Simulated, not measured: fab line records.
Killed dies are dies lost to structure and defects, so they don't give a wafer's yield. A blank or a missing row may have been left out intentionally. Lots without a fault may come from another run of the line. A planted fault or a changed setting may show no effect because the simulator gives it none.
Chamber matching ; flow n5_finfet ; 4 sister chambers for N5_BEOL_M15_CMP_49 on cmp-02
The step polishes, stops on SiO2, t overpolish 4.9 s, target thk 850 nm. 8 wafers are shown with their chamber, then 9 later ones without.

WAFERS WITH THEIR CHAMBER
wafer;chamber;motor_current_A (A);barrier_field_endpoint_s (s)
L077.5;1;8.0;10.9
L078.1;2;6.8;11.5
L078.2;3;8.9;11.2
L086.1;1;8.5;11.0
L086.6;2;6.9;11.5
L089.3;0;10.3;10.9
L089.5;3;8.5;11.4
L089.6;0;10.0;10.9

WAFERS WHOSE CHAMBER IS MISSING
wafer;motor_current_A (A);barrier_field_endpoint_s (s)
L088.1;8.5;11.2
L088.2;7.1;12.1
L088.5;9.1;11.7
L091.2;6.8;12.0
L091.3;10.2;11.6
L091.5;8.0;11.7
L095.1;8.1;11.2
L095.5;8.4;11.2
L095.6;10.2;11.2

WHICH CHAMBER EACH WENT THROUGH
wafer;from the rows above;in truth
L088.1;can't be placed: 3 or 1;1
L088.2;2;2
L088.5;3;3
L091.2;2;2
L091.3;can't be placed: 3 or 0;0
L091.5;can't be placed: 2 or 3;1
L095.1;can't be placed: 3 or 1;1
L095.5;can't be placed: 3 or 1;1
L095.6;0;0
Correct placement for 4 of the 9. From these rows, 5 cannot be placed; in 4 the true chamber is one of the candidates. 0 placed wrongly.
How it was worked out, from the rows above alone: a wafer's distance from a chamber is the root of the sum, over the readings, of the square of ((its reading less the chamber's mean) divided by the reading's scatter). If the next closest chamber is less than 2 further off than the closest, the wafer can't be placed; otherwise it belongs to the closest. A chamber's mean is the mean of its shown wafers. The scatter: the root of (the sum of the squares of (reading less its chamber's mean) over the shown wafers, divided by (wafers less chambers)).
